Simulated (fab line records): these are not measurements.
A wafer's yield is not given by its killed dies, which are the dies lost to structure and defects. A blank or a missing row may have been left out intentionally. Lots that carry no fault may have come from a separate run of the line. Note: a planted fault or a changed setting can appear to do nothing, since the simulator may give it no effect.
Comparing a struck lot with a sound one :: flow n5-finfet :: 15 out of 1938 route steps
Sound: these wafers, L385.1, L385.2, L385.3. Struck: wafer L395.3 (left out: L395.1, L395.5 of the same lot, which were not struck); the cause appears at the end.
Each step with rows lists, per side, the tool, then ch with its chambers, then its first start. Under that, the readings that differ: sound wafers :: struck wafers :: difference of the means :: sigmas: that difference in standard deviations of wafers without a fault.
alike: readings with means less than 2 such deviations apart, plus words and numbers identical on both sides. not compared: withheld readings, readings lacking a value on some wafer, bounds such as >300 that could conceal the same value, and numbers that have no deviation in the record and whose values overlap.
The two part at a step that has a row with sigmas, a row that says differs or no value, or rows on one side only. Non-overlapping numbers with no deviation appear without sigmas and do not part them. A reading missing from all wafers of one side parts the sides only when that side holds two or more wafers.

first, 4 steps without rows for these wafers: N5_MOL_CONTACT_COAG_SOFTBAKE_35 (time 60 s); N5_MOL_CONTACT_COAG_EXPOSE_37 (exposes mask VD, defocus 0 nm); N5_MOL_CONTACT_COAG_PEB_38 (peb time 60 s); N5_MOL_CONTACT_COAG_DEVELOP_39 (develop time 30 s).
N5_MOL_CONTACT_COAG_CD_MEAS_40: target cd 25.1 nm.
  sound on cd-sem-02 ch 0, day 6 04:00; struck on cd-sem-02 ch 0, day 8 17:18
  alike: cd-nm
N5_MOL_CONTACT_COAG_OVL_MEAS_41:
  sound on overlay-01 ch 0, day 6 04:02; struck on overlay-01 ch 0, day 8 17:20
reading: VD_OVL (nm)
sound: 1.3 0.3 1.4
struck: -0.6
difference: -1.6
sigmas: -2
N5_MOL_CONTACT_COAG_INSPECT_42: inspects for defects (brightfield).
  sound: defect-inspect-01 at day 6 04:05; struck: defect-inspect-01 at day 8 17:23
  alike: raw-defect-count
N5_MOL_CONTACT_COAG_DESCUM_45: chemistry O2, time 7 s.
  sound on rie-diel-05 ch 0,2,3, day 6 04:07; struck on rie-diel-02 ch 1, day 8 17:25
  alike: drypump-motor-current-A, oes-product-au, rf-vpp-V, showerhead-plenum-p-Torr, throttle-valve-pct
  not compared: rf-hours-counter-h
N5_MOL_CONTACT_COAG_ETCH_65: etches underlayer in N2/H2, target depth 13 nm, time 10.4 s.
  sound on rie-diel-05 ch 0,2,3, day 6 04:09; struck on rie-diel-02 ch 1, day 8 17:27
reading: drypump-motor-current-A (A)
sound: 5.1 5.1 5.8
struck: 6.2
difference: +0.9
sigmas: +2
  alike: etch-rf-on-time-s, n2-flow-sccm, oes-product-au, rf-vpp-V, showerhead-plenum-p-Torr, throttle-valve-pct
  not compared: rf-hours-counter-h
N5_MOL_CONTACT_COAG_ETCH_66: etches SiARC in CF4, target depth 13 nm, time 21.7 s.
  sound on rie-diel-05 ch 0,2,3, day 6 04:10; struck on rie-diel-02 ch 1, day 8 17:28
  alike: drypump-motor-current-A, etch-rf-on-time-s, mfc-ar-sccm, oes-product-au, rf-vpp-V, showerhead-plenum-p-Torr, throttle-valve-pct
  not compared: rf-hours-counter-h
N5_MOL_CONTACT_COAG_ALD_133: deposits SiO2, target thk 5 nm, pulse time 1 s, co reactant pulse time 1 s.
  sound on ald-sin-03 ch 0,1,2, day 6 04:15; struck on ald-sin-02 ch 3, day 8 17:35
  alike: heater-power-w, precursor-pulse-height-rel
N5_MOL_CONTACT_COAG_ETCHBACK_134: etches SiO2 in CHF3, target depth 10 nm, time 6.7 s.
  sound on rie-diel-01 ch 1,2,3, day 6 04:32; struck on rie-diel-02 ch 2, day 8 17:46
  alike: drypump-motor-current-A, mfc-ar-sccm, oes-product-au, rf-vpp-V, showerhead-plenum-p-Torr, throttle-valve-pct
  not compared: rf-hours-counter-h
N5_MOL_CONTACT_COAG_ETCH_67: etches SOC in N2/H2, target depth 60 nm, overetch 21 nm, time 101.2 s.
  sound on rie-diel-01 ch 1,2,3, day 6 04:34; struck on rie-diel-02 ch 2, day 8 17:47
reading: model.SiARC_of_MOL_CONTACT_COAG_COAT_63.thk-nm (nm)
sound: 5.8 6 5.8
struck: 4.2
difference: -1.7
sigmas: 
  alike: drypump-motor-current-A, n2-flow-sccm, oes-product-au, rf-vpp-V, showerhead-plenum-p-Torr, throttle-valve-pct
  not compared: rf-hours-counter-h
then, 1 step without rows for these wafers: N5_MOL_CONTACT_COAG_STRIP_68 (strips in N2/H2).
-- here the record skips 3 days between the struck wafers' starts before and after, leaving off in module MOL_CONTACT_COAG and picking up in module BEOL_M4 (first step shown: number 1111 of the route) --
N5_BEOL_M4_RC_MEAS_101:
  sound on prober-02 ch 0, day 9 19:10; struck on prober-02 ch 0, day 11 18:33
  alike: DIBL_N, DIBL_P, IOFF_N, IOFF_P, ION_N, ION_P, SS_N, SS_P, VT_N, VT_P

== WHERE THEY PART ==
Last at N5_MOL_CONTACT_COAG_ETCH_65 as far as this record goes, first at N5_MOL_CONTACT_COAG_OVL_MEAS_41. Later steps at which nothing parts them and some readings are alike: N5_MOL_CONTACT_COAG_ETCH_66, N5_MOL_CONTACT_COAG_ALD_133, N5_MOL_CONTACT_COAG_ETCHBACK_134, N5_MOL_CONTACT_COAG_ETCH_67, N5_BEOL_M4_RC_MEAS_101.

WHY: the cause the simulator had injected
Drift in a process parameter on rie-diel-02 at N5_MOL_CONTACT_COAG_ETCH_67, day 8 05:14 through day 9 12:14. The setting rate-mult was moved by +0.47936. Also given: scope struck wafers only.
